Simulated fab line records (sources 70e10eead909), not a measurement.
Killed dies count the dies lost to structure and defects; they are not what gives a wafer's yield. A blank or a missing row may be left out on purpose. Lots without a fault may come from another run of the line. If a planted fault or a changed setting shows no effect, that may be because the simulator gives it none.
Matching of chambers :: flow nandHarc :: pecvd-02 running NHARC_A_STAIRCASE_DEP_151: 3 sister chambers
The step deposits SiO2, target thk 3800 nm. 16 wafers are shown with their chamber, then 8 later ones without.

## WAFERS PAIRED WITH THEIR CHAMBERS
wafer: L827.1
chamber: 0
heaterPowerW (W): 682

wafer: L827.2
chamber: 2
heaterPowerW (W): 517

wafer: L827.4
chamber: 2
heaterPowerW (W): 484

wafer: L828.2
chamber: 2
heaterPowerW (W): 608

wafer: L828.4
chamber: 1
heaterPowerW (W): 548

wafer: L828.5
chamber: 2
heaterPowerW (W): 496

wafer: L830.4
chamber: 2
heaterPowerW (W): 489

wafer: L830.5
chamber: 1
heaterPowerW (W): 553

wafer: L830.6
chamber: 0
heaterPowerW (W): 647

wafer: L832.2
chamber: 2
heaterPowerW (W): 553

wafer: L832.3
chamber: 1
heaterPowerW (W): 655

wafer: L832.4
chamber: 2
heaterPowerW (W): 521

wafer: L836.2
chamber: 1
heaterPowerW (W): 606

wafer: L836.4
chamber: 0
heaterPowerW (W): 582

wafer: L836.6
chamber: 2
heaterPowerW (W): 464

wafer: L835.2
chamber: 1
heaterPowerW (W): 693

SIGNATURES, as means of the wafers listed above
reading: heaterPowerW
chamber 0: 637.00
chamber 1: 611.00
chamber 2: 516.50
scatter within a chamber: 52.5
Rule: a wafer lies at a distance from a chamber equal to the root of the sum of squares, over the readings, of (its reading less the chamber's mean, divided by the reading's scatter). If the next closest chamber is less than 2 further off than the closest, the wafer can't be placed; otherwise it belongs to the closest. The scatter: take each reading less its chamber's mean, square it, sum over the shown wafers, divide by the number of wafers less the number of chambers, and take the root.

## WAFERS WITH NO CHAMBER GIVEN
wafer: L835.3
heaterPowerW (W): 539

wafer: L835.6
heaterPowerW (W): 594

wafer: L837.1
heaterPowerW (W): 669

wafer: L837.2
heaterPowerW (W): 552

wafer: L837.5
heaterPowerW (W): 591

wafer: L840.2
heaterPowerW (W): 727

wafer: L840.3
heaterPowerW (W): 500

wafer: L840.6
heaterPowerW (W): 586

## CHAMBER TAKEN BY EACH
wafer: L835.3
from the rows above: can't be placed: 2 or 1 or 0
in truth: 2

wafer: L835.6
from the rows above: can't be placed: 1 or 0 or 2
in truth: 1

wafer: L837.1
from the rows above: can't be placed: 0 or 1
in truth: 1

wafer: L837.2
from the rows above: can't be placed: 2 or 1 or 0
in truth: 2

wafer: L837.5
from the rows above: can't be placed: 1 or 0 or 2
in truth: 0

wafer: L840.2
from the rows above: can't be placed: 0 or 1
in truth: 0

wafer: L840.3
from the rows above: can't be placed: 2 or 1
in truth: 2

wafer: L840.6
from the rows above: can't be placed: 1 or 0 or 2
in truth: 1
Correctly placed: 0 of 8. Can't be placed from these rows: 8 (the true chamber is among the candidates in 8). Wrongly placed: 0.
